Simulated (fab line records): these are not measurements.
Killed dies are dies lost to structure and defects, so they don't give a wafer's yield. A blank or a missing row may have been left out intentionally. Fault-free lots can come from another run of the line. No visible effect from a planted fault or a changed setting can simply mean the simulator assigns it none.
Chamber matching -- flow nand_harc -- pecvd-04 running NHARC_A_STAIRCASE_DEP_417: 3 sister chambers
The step deposits Si3N4, target thk 60 nm. 6 wafers are shown with their chamber, then 10 later ones without.

WAFERS, EACH WITH ITS CHAMBER
wafer,chamber,heater_power_w (W)
L085.1,1,662
L085.6,2,764
L085.3,2,760
L085.4,1,673
L086.4,0,703
L086.5,0,719

WAFERS MISSING THEIR CHAMBER
wafer,heater_power_w (W)
L086.6,773
L090.1,795
L090.4,754
L090.6,720
L094.3,706
L094.5,578
L094.6,682
L096.2,802
L096.5,786
L096.6,806

THE CHAMBER EACH PASSED THROUGH
wafer,from the rows above,in truth
L086.6,2,2
L090.1,2,2
L090.4,2,2
L090.6,0,0
L094.3,0,0
L094.5,1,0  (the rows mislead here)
L094.6,can't be placed: 1 or 0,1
L096.2,2,2
L096.5,2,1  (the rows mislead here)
L096.6,2,2
Correct placement for 7 of the 10. Cannot be placed on the basis of these rows: 1; the candidates contain the true chamber in 1. Placed wrongly: 2.
How it was worked out, from the rows above alone: a wafer's distance from a chamber is the root of the sum, over the readings, of the square of ((its reading less the chamber's mean) divided by the reading's scatter). If the next closest chamber is less than 2 further off than the closest, the wafer can't be placed; otherwise it belongs to the closest. The mean given for a chamber averages the wafers shown for that chamber. The scatter is the square root of a quotient: the sum, over the shown wafers, of each reading's squared deviation from its chamber's mean, divided by wafers minus chambers.
